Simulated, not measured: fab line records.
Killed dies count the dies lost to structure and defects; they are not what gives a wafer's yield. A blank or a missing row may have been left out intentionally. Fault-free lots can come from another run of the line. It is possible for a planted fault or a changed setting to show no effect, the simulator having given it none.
Split-lot trial | flow n5 finfet | 21 wafers read from 7 lots, route of 1938 steps

== ABOUT THE SPLIT ==
At N5_BEOL_M0_SAQP_PECVD_97 (deposits SiNx from SiH4/NH3/N2, target thk 23 nm, time 19.9 s), the setting time s was moved away from the recipe's 19.9 s on 12 of the 21 wafers read, by +6.2% to +13.0%. All remaining wafers had this setting at the recipe value.

== FROM THE SPLIT TO THE READING: what the file shows between them, 3 steps ==
- N5_BEOL_M0_SAQP_PECVD_04: deposits a-Si from SiH4/He, target thk 60 nm, time 60.2 s
- N5_BEOL_M0_SAQP_HM_OPEN_112: chemistry CHF3/O2, target SiO2, stops on a-Si, target depth 12 nm, time 13.5 s
- N5_BEOL_M0_SAQP_STRIP_113: strips in CHF3/O2

== THE READING ==
SiNx_of_BEOL_M0_SAQP_PECVD_97.thk nm (the simulator's own value, which no gauge read), in nm, at N5_BEOL_M0_SAQP_MANDREL_ETCH_20 (etches a-Si in HBr/Cl2, stops on SiNx, target depth 60 nm, bt time 10 s, time 30 s). The file does not state a usual value for it. Average 18.0 nm, standard deviation 0.31 nm, over the 9 wafers here run with the recipe.

wafer  | tool, chamber at the split | time s as run, s | against the recipe | SiNx_of_BEOL_M0_SAQP_PECVD_97.thk nm, nm | against lot-mates on the recipe
L075.1 | pecvd-03, 1                | 19.9             | recipe             | 17.4                                     | -
L075.2 | pecvd-03, 0                | 21.13            | +6.2%              | 19                                       | +1.6
L075.4 | pecvd-03, 1                | 21.13            | +6.2%              | 19.8                                     | +2.4
L084.4 | pecvd-02, 2                | 22.08            | +11.0%             | 21.2                                     | no lot-mate on the recipe
L084.5 | pecvd-02, 1                | 22.08            | +11.0%             | 21                                       | no lot-mate on the recipe
L084.6 | pecvd-02, 0                | 22.08            | +11.0%             | 21.4                                     | no lot-mate on the recipe
L085.1 | pecvd-04, 0                | 21.46            | +7.8%              | 20                                       | +1.6
L085.3 | pecvd-04, 2                | 19.9             | recipe             | 18.4                                     | -
L085.4 | pecvd-04, 2                | 21.46            | +7.8%              | 20.2                                     | +1.8
L089.1 | pecvd-04, 1                | 19.9             | recipe             | 17.8                                     | -
L089.4 | pecvd-04, 0,2              | 19.9             | recipe             | 18.4                                     | -
L089.5 | pecvd-04, 0,2              | 19.9             | recipe             | 18.2                                     | -
L090.1 | pecvd-02, 1                | 19.9             | recipe             | 18.2                                     | -
L090.2 | pecvd-02, 0,2              | 19.9             | recipe             | 18                                       | -
L090.3 | pecvd-02, 0,2              | 19.9             | recipe             | 17.8                                     | -
L091.1 | pecvd-03, 0                | 22.48            | +13.0%             | 20.8                                     | no lot-mate on the recipe
L091.2 | pecvd-03, 1                | 22.48            | +13.0%             | 20.6                                     | no lot-mate on the recipe
L091.6 | pecvd-03, 0                | 22.48            | +13.0%             | 21.2                                     | no lot-mate on the recipe
L097.2 | pecvd-03, 2                | 19.9             | recipe             | 17.8                                     | -
L097.3 | pecvd-03, 0                | 21.96            | +10.4%             | 20.4                                     | +2.6
L097.4 | pecvd-03, 2                | 21.96            | +10.4%             | 20.8                                     | +3.0
When a row names more than one chamber, that row covers several wafers, and the file does not tell which wafer ran in which chamber.

THE FIT
A straight line over all 21 wafers: SiNx_of_BEOL_M0_SAQP_PECVD_97.thk nm changes by +0.249 nm for each +1% of time s; r = +0.96; the points scatter about the line by 0.38 nm.
The same after taking each lot's own level away (the mean of its wafers on the recipe; 15 wafers): +0.263 nm for each +1%; r = +0.97; scatter 0.31 nm.
According to that fit, moving time s by its largest amount changes the reading by 3.4 nm.
Measured against the standard deviation above, the lots' own levels, which go from 17.40 to 18.40 nm, span 3.2 times it.
The two slopes agree, so the slope changes little with the lot-to-lot level.
Check: with one of the wafers moved furthest among these (+10.4%) left out of the fit, the line predicts +2.78 nm for it against its lot-mates. It came out at +2.6 nm against them.

== OTHER SPLITS ON THESE WAFERS ==
Note: prior to the reading, these wafers also went through further splits. Each is held against what the fit with the lots' levels taken away leaves over:
other split on the same wafers          | wafers away from the commonest value | r with SiNx_of_BEOL_M0_SAQP_PECVD_97.thk nm (lot level and that fit taken away)
N5_MOL_CONTACT_COAG_ETCH_15 source w    | 7                                    | -0.47
N5_MOL_CONTACT_COAG_ALD_133 ald cycles  | 7                                    | -0.07
N5_MOL_CONTACT_COAG_VIA_ETCH_117 bias w | 5                                    | -0.19

== THE WHOLE CHAIN: every reading that the file lists as answering this split, in the file's order ==
step                            | what it does                                                                       | reading                                                                               | change (the file's fit)               | r (the file's)
N5_BEOL_M0_SAQP_PECVD_97        | deposits SiNx from SiH4/NH3/N2, target thk 23 nm, time 19.9 s                      | SiNx_of_BEOL_M0_SAQP_PECVD_97.thk nm (the simulator's own value, which no gauge read) | +0.274 nm for each +1% of the setting | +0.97
N5_BEOL_M0_SAQP_MANDREL_ETCH_20 | etches a-Si in HBr/Cl2, stops on SiNx, target depth 60 nm, bt time 10 s, time 30 s | SiNx_of_BEOL_M0_SAQP_PECVD_97.thk nm (the simulator's own value, which no gauge read) | +0.264 nm for each +1% of the setting | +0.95

== FILE'S OWN FIT ==
SiNx_of_BEOL_M0_SAQP_PECVD_97.thk nm changes by +0.264 nm for each +1% of time s, r = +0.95.
